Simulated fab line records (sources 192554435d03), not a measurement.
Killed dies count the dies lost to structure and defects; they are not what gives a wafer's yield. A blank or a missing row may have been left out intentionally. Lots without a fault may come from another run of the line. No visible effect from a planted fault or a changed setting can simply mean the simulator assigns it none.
Lot-split experiment	flow n5-finfet	21 wafers read from 7 lots, route of 1938 steps

THE SPLIT
At N5_BEOL_M5_EXPOSE_25 (exposes mask V4, defocus 10 nm), the setting dose-mj was moved away from the recipe's 52.75 on 6 of the 21 wafers read, by -2.0% to +5.4%. This setting was run at the recipe's value on the other wafers.

FROM THE SPLIT TO THE READING: what the file shows between them, 2 steps
- N5_BEOL_M5_PEB_26: peb time 60 s
- N5_BEOL_M5_DEVELOP_27: develop time 30 s

THE READING
cd-nm, in nm, at N5_BEOL_M5_CD_MEAS_28 (target cd 30.6 nm, target cd y 20 nm). Typical for fault-free wafers on this fab line: 30.66 nm, with standard deviation 0.23 nm.

wafer	tool, chamber at the split	dose-mj as run	against the recipe	cd-nm, nm	against lot-mates on the recipe
L074.1	euv-scanner-01, 0	52.75	recipe	30.39	-
L074.2	euv-scanner-01, 0	52.75	recipe	30.71	-
L074.5	euv-scanner-01, 0	52.75	recipe	30.62	-
L075.1	euv-scanner-01, 0	52.75	recipe	30.83	-
L075.2	euv-scanner-01, 0	52.75	recipe	30.73	-
L075.3	euv-scanner-01, 0	52.75	recipe	30.96	-
L078.1	euv-scanner-01, 0	52.75	recipe	30.94	-
L078.4	euv-scanner-01, 0	55.58	+5.4%	32.11	+1.29
L078.5	euv-scanner-01, 0	52.75	recipe	30.70	-
L083.3	euv-scanner-01, 0	52.75	recipe	30.86	-
L083.5	euv-scanner-01, 0	51.69	-2.0%	29.95	-0.79
L083.6	euv-scanner-01, 0	52.75	recipe	30.62	-
L094.1	euv-scanner-02, 0	52.75	recipe	30.76	-
L094.2	euv-scanner-02, 0	52.75	recipe	30.31	-
L094.3	euv-scanner-02, 0	52.75	recipe	30.33	-
L096.2	euv-scanner-02, 0	52.75	recipe	30.26	-
L096.3	euv-scanner-02, 0	55.11	+4.5%	31.68	+1.42
L096.4	euv-scanner-02, 0	55.11	+4.5%	31.19	+0.93
L097.3	euv-scanner-01, 0	54.37	+3.1%	31.75	+0.53
L097.4	euv-scanner-01, 0	54.37	+3.1%	31.68	+0.46
L097.5	euv-scanner-01, 0	52.75	recipe	31.22	-

THE FIT
A straight line over all 21 wafers: cd-nm changes by +0.244 nm for each +1% of dose-mj; r = +0.86; the points scatter about the line by 0.29 nm.
The same after taking each lot's own level away (the mean of its wafers on the recipe; 21 wafers): +0.247 nm for each +1%; r = +0.94; scatter 0.18 nm.
That fit puts the effect of the largest move of dose-mj on the reading at 1.3 nm.
The span of the lots' own levels, 30.260 to 31.220 nm, comes to 4.2 times the standard deviation stated above.
The two slopes agree, so the slope changes little with the lot-to-lot level.
Check: with one of the wafers moved furthest among these (+5.4%) left out of the fit, the line predicts +1.29 nm for it against its lot-mates. Against them it came out at +1.29 nm.

OTHER SPLITS APPLIED TO THESE WAFERS
Before the reading, these wafers also passed through other splits. Each is held against what the fit with the lots' levels taken away leaves over:
other split on the same wafers	wafers away from the commonest value	r with cd-nm (lot level and that fit taken away)
N5_BEOL_M4_COAT_67 spin-rpm	6	-0.27
N5_BEOL_M5_COAT_22 spin-rpm	4	-0.20

THE WHOLE CHAIN: every reading that the file lists as answering this split, in the file's order
step	what it does	reading	change (the file's fit)	r (the file's)
N5_BEOL_M5_CD_MEAS_28	target cd 30.6 nm, target cd y 20 nm	cd-nm	+0.245 nm for each +1% of the setting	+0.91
N5_BEOL_M5_ETCH_68	etches SOC in N2/H2, target depth 80 nm, overetch 16 nm, time 120 s	BEOL_M5.cd-nm (the simulator's own value, which no gauge read)	+0.196 nm for each +1% of the setting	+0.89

THE FILE'S OWN FIT
cd-nm changes by +0.245 nm for each +1% of dose-mj, r = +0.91.
